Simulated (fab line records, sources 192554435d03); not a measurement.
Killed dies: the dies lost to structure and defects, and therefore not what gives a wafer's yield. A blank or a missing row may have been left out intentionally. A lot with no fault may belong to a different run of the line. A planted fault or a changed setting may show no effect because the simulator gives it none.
The tool behind it: which one?	flow n5_finfet	Sampling: 11 lots, 30 wafers, 4 of 1938 route steps

WHAT EACH GAUGE READ, for each wafer
N5_SD_EPI_N_CD_MEAS_09: target cd 120 nm.
lot	measured	on	cd_nm (nm)
L832	day 3 20:17	cd_sem-03	120.8 121.0 119.9
L833	day 4 02:57	cd_sem-01	120.0 119.8 120.2
L834	day 4 07:31	cd_sem-02	120.1 118.8 120.0
L836	day 4 20:13	cd_sem-01	119.1 120.3 119.9
L841	day 6 01:48	cd_sem-01	116.5 116.8
L842	day 6 06:55	cd_sem-02	116.7 115.8
L844	day 6 19:19	cd_sem-01	119.9 116.8
L845	day 7 00:53	cd_sem-02	120.5 119.5 120.7
L847	day 7 11:32	cd_sem-03	120.4 120.0 121.3
L848	day 7 18:31	cd_sem-02	120.4 120.4 120.5
L850	day 8 06:33	cd_sem-01	119.9 119.2 120.3

EACH LOT AND THE TOOL THAT RAN IT (in order: tool; ch and the chambers of the sampled wafers; start)
lot	N5_DUMMY_GATE_HM_OPEN_21	N5_DUMMY_GATE_STRIP_48	N5_SD_EPI_N_PEB_07
L832	rie_diel-02 ch 1,2, day 3 18:22	rie_diel-06 ch 0,1,3, day 3 19:05	litho_track-04 ch 0, day 3 20:14
L833	rie_diel-02 ch 1,2, day 4 01:16	rie_diel-06 ch 1,2,3, day 4 01:46	litho_track-05 ch 0, day 4 02:53
L834	rie_diel-02 ch 1,2,3, day 4 05:44	rie_diel-02 ch 0,1,2, day 4 06:12	litho_track-05 ch 0, day 4 07:28
L836	rie_diel-05 ch 0,3, day 4 18:34	rie_diel-02 ch 0,1, day 4 19:01	litho_track-04 ch 0, day 4 20:09
L841	rie_diel-02 ch 1,2, day 5 23:56	rie_diel-02 ch 2,3, day 6 00:23	litho_track-04 ch 0, day 6 01:44
L842	rie_diel-05 ch 1, day 6 04:45	rie_diel-05 ch 1,3, day 6 05:12	litho_track-04 ch 0, day 6 06:50
L844	rie_diel-05 ch 2, day 6 17:32	rie_diel-06 ch 2,3, day 6 17:59	litho_track-04 ch 0, day 6 19:14
L845	rie_diel-05 ch 1,2, day 6 23:13	rie_diel-05 ch 1,2,3, day 6 23:41	litho_track-01 ch 0, day 7 00:49
L847	rie_diel-05 ch 0,1,3, day 7 09:49	rie_diel-05 ch 1,2,3, day 7 10:16	litho_track-01 ch 0, day 7 11:28
L848	rie_diel-05 ch 0,2,3, day 7 16:52	rie_diel-05 ch 0,2,3, day 7 17:19	litho_track-01 ch 0, day 7 18:27
L850	rie_diel-05 ch 2,3, day 8 04:59	rie_diel-05 ch 1,3, day 8 05:29	litho_track-01 ch 0, day 8 06:29
- N5_DUMMY_GATE_HM_OPEN_21: chemistry CH3F/O2, target SiNx, target depth 120 nm, time 171.4 s.
- N5_DUMMY_GATE_STRIP_48: strips in N2/H2, time 20 s.
- N5_SD_EPI_N_PEB_07: peb time 60 s.

THE ANSWER, worked out from the rows above alone
Rule: what is usual is taken from the lots themselves. The widest of any qualifying gaps counts: lots, ordered by their means at a reading, are off when they make up no more than a third of the lots, leave a main group of 4 or more, and stand apart from it by 3 or more times the standard deviation of that group's means. The tables above print the reading to a certain number of digits; a main group whose means all agree to those digits is not used. Also off: a lot with no number at a reading for which 4 or more lots have one. Any other lot the step has rows for is counted as sound.
Off: L841, L842, L844, at N5_SD_EPI_N_CD_MEAS_09 (cd_nm). Mean 120.1 nm and standard deviation 0.35 in the main group.
A tool fits if, at a process step before that reading, it ran every lot that is off, and no sound lot after the first of them. Gauges at N5_SD_EPI_N_CD_MEAS_09: tried the same way as those tools. One fits: N5_SD_EPI_N_PEB_07 on litho_track-04. A fault onset in the window from L836 (day 4 20:09, its last sound lot) to L841 (day 6 01:44, its first lot off) fits.

WHAT HAD BEEN PUT IN BY THE SIMULATOR
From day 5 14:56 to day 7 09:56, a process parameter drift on litho_track-04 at N5_SD_EPI_N_PEB_07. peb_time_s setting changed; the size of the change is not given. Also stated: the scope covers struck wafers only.
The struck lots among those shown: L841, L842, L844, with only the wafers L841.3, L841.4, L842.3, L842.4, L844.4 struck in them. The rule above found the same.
